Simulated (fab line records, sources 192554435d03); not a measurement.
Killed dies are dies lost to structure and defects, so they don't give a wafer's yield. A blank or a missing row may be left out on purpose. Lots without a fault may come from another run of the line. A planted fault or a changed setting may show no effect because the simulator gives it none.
Chamber matching | flow n5_finfet | N5_FIN_SAQP_ETCH_57 on rie_diel-01: 4 sister chambers
The step etches SiNx in CH3F/O2, target depth 32.5 nm, time 46.4 s. 4 wafers are shown with their chamber, then 8 later ones without.

WAFERS WITH THEIR CHAMBER
wafer  | chamber | showerhead_plenum_p_Torr (Torr)
L084.6 | 2       | 2.13
L085.2 | 3       | 2.05
L085.4 | 1       | 1.98
L086.2 | 0       | 2.03

WAFERS WITHOUT THEIR CHAMBER
wafer  | showerhead_plenum_p_Torr (Torr)
L086.3 | 2.05
L086.6 | 2.05
L087.3 | 2.12
L087.5 | 2.05
L087.6 | 2.03
L097.2 | 1.98
L097.4 | 2.04
L097.6 | 1.98

WHICH CHAMBER EACH WENT THROUGH
wafer  | from the rows above     | in truth
L086.3 | 3                       | 3
L086.6 | 3                       | 3
L087.3 | 2                       | 2
L087.5 | 3                       | 3
L087.6 | 0                       | 0
L097.2 | 1                       | 1
L097.4 | can't be placed: 3 or 0 | 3
L097.6 | 1                       | 1
Placed correctly: 7 of 8. Can't be placed from these rows: 1 (the true chamber is among the candidates in 1). Placed wrongly: 0.
How it was worked out, from the rows above alone: a wafer's distance from a chamber is the root of the sum, over the readings, of the square of ((its reading less the chamber's mean) divided by the reading's scatter). The wafer belongs to the nearest chamber; if the next one is less than 2 further off, it can't be placed. A chamber's mean is the mean of its shown wafers. The scatter: with one shown wafer a chamber, the root of the mean of the squares of how far each hidden wafer lies from its nearest shown one.
